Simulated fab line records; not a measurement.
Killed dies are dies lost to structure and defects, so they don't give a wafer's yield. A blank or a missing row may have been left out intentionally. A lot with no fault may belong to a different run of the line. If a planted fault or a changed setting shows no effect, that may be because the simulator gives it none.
A struck lot beside a sound one + flow nand-harc + 24 out of 1159 route steps
Sound: these wafers, L697.1, L697.3, L697.4. Wafers struck: L715.2, L715.3, L715.6. Last of all comes the cause.
Order at every step that has rows: each side's tool, ch and its chambers, its first start. Under that, the readings that differ: sound wafers + struck wafers + difference of the means + sigmas: that difference in standard deviations of wafers without a fault.
alike: words and numbers the same on both sides, and readings whose means are apart by under 2 such deviations; not compared: readings that were withheld, readings missing a value for some wafer, numbers with overlapping values and no deviation given by the record, and bounds like >300 which may hide the same value.
The two part at a step that has a row with sigmas, a row that says differs or no value, or rows on one side only. Numbers that have no deviation but don't overlap get no sigmas and don't part them. A reading missing from all wafers of one side parts the sides only when that side holds two or more wafers.

first, 1 step without rows for these wafers: NHARC_P_M0_SRD_25.
NHARC_P_M0_INSPECT_27:
  struck on defect-inspect-01, day 11 06:32; sound on defect-inspect-01, day 6 07:52
  alike: raw-defect-count
NHARC_P_M0_PRE_CLEAN_31: time 12 s.
  sound on pecvd-03 ch 1,2, day 6 08:20; struck on pecvd-03 ch 0,1, day 11 07:44
  alike: heater-power-outer-w, heater-power-w
  not compared: since-wet-clean-h
NHARC_P_M0_DEP_32: deposits SiCN, target thk 30 nm.
  sound on pecvd-03 ch 1,2, day 6 08:25; struck on pecvd-03 ch 0,1, day 11 07:50
  alike: heater-power-outer-w, heater-power-w
  not compared: since-wet-clean-h
then, 7 steps without rows for these wafers: NHARC_P_M1_DEP_00 (deposits SiOC, target thk 182.5 nm); NHARC_P_M1_DEHYDRATE_01 (time 120 s); NHARC_P_M1_HMDS_02 (time 30 s); NHARC_P_M1_COAT_34 (time 65 s); NHARC_P_M1_COAT_03 (resist thk 90 nm); NHARC_P_M1_SOFTBAKE_04 (time 55 s); NHARC_P_M1_EBR_05.
NHARC_P_M1_EXPOSE_06: exposes mask P M1, target cd 130 nm.
  sound on arfi-scanner-03 ch 0, day 6 09:23; struck on arfi-scanner-02 ch 0, day 11 09:07
| reading              | sound             | struck               | difference | sigmas      |
|----------------------|-------------------|----------------------|------------|-------------|
| exposure-dose-mJ-cm2 | 81.80 81.97 81.86 | 125.61 125.54 125.62 | +43.71     | +99 or more |
  alike: mask, focus-offset-nm
then, 2 steps without rows for these wafers: NHARC_P_M1_PEB_07 (peb time 65 s); NHARC_P_M1_DEVELOP_08 (develop time 35 s).
NHARC_P_M1_CD_MEAS_09: target cd 130 nm.
  sound on cd-sem-03 ch 0, day 6 09:32; struck on cd-sem-01 ch 0, day 11 09:15
| reading    | sound             | struck            | difference | sigmas |
|------------|-------------------|-------------------|------------|--------|
| cd-nm (nm) | 129.6 129.1 129.4 | 154.7 154.8 155.2 | +25.5      | +38    |
NHARC_P_M1_OVL_MEAS_10: pitch 260 nm.
  struck on overlay-01, day 11 09:20; sound on overlay-02, day 6 09:38
| reading           | sound          | struck      | difference | sigmas |
|-------------------|----------------|-------------|------------|--------|
| overlay-y-nm (nm) | -0.1 -0.5 -0.6 | 0.8 1.3 1.1 | +1.5       | +2     |
  alike: overlay-x-nm
NHARC_P_M1_INSPECT_11:
  struck on defect-inspect-01, day 11 09:22; sound on defect-inspect-01, day 6 09:40
  alike: raw-defect-count
NHARC_P_M1_DESCUM_14: chemistry O2, time 3 s.
  sound on rie-diel-06 ch 0,1,3, day 6 09:44; struck on rie-diel-01 ch 0,2, day 11 09:26
| reading               | sound             | struck          | difference | sigmas |
|-----------------------|-------------------|-----------------|------------|--------|
| rf-vpp-V (V)          | 56.3 56.1 57.5    | 58.4 58.5 58.4  | +1.8       | +2     |
| model.P_M1.cd-nm (nm) | 129.5 128.8 130.2 | 155 154.8 154.7 | +25        |        |
  alike: chamber-pressure-mTorr, drypump-motor-current-A, oes-product-au, showerhead-plenum-p-Torr, throttle-valve-pct
  not compared: rf-hours-counter-h
NHARC_P_M1_ETCH_35: etches the open film in N2/H2, target depth 40 nm, overetch 12 nm, time 43.94 s.
  sound on rie-diel-06 ch 0,1,3, day 6 09:49; struck on rie-diel-01 ch 0,1,3, day 11 09:32
  alike: chamber-pressure-mTorr, drypump-motor-current-A, oes-product-au, rf-vpp-V, showerhead-plenum-p-Torr, throttle-valve-pct
  not compared: rf-hours-counter-h
NHARC_P_M1_ETCH_15: etches the open film in C4F8/Ar, target depth 182.5 nm, time 91.2 s.
  sound: rie-diel-06 ch 1,2,3; struck: rie-diel-01 ch 0,3
  alike: chamber-pressure-mTorr, oes-product-au, rf-vpp-V
  not compared: rf-hours-counter-h
NHARC_P_M1_CD_MEAS_16:
  struck on cd-sem-02, day 11 09:44; sound on cd-sem-01, day 6 10:02
| reading    | sound             | struck            | difference | sigmas |
|------------|-------------------|-------------------|------------|--------|
| cd-nm (nm) | 128.8 128.5 129.4 | 154.8 154.9 154.2 | +25.7      | +27    |
NHARC_P_M1_STRIP_18: strips in N2/H2.
  sound on rie-diel-12 ch 0,3, day 6 10:07; struck on rie-diel-01 ch 0,1,3, day 11 09:50
  alike: chamber-pressure-mTorr, drypump-motor-current-A, oes-product-au, power-w, rf-vpp-V, showerhead-plenum-p-Torr, throttle-valve-pct
  not compared: rf-hours-counter-h
NHARC_P_M1_ETCH_28: etches the open film in CF4/N2, target depth 30 nm, time 72.99 s.
  sound: rie-diel-12 ch 0,2,3; struck: rie-diel-01 ch 0,3
| reading               | sound             | struck        | difference | sigmas |
|-----------------------|-------------------|---------------|------------|--------|
| model.P_M1.cd-nm (nm) | 127.9 128.4 128.2 | 155 153 153.8 | +26        |        |
  alike: chamber-pressure-mTorr, drypump-motor-current-A, oes-product-au, rf-vpp-V, showerhead-plenum-p-Torr, throttle-valve-pct
  not compared: rf-hours-counter-h
then, 1 step without rows for these wafers: NHARC_P_M1_STRIP_19 (strips in post etch residue remover, time 600 s).

## WHERE THEY PART
Earliest at NHARC_P_M1_EXPOSE_06; latest, in this record, at NHARC_P_M1_CD_MEAS_16. Later steps at which nothing parts them and some readings are alike: NHARC_P_M1_STRIP_18, NHARC_P_M1_ETCH_28.

WHY: what had been put in by the simulator
Drift in process parameters on arfi-scanner-02 at NHARC_P_M1_EXPOSE_06, starting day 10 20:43. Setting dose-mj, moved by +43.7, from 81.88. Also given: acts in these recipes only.
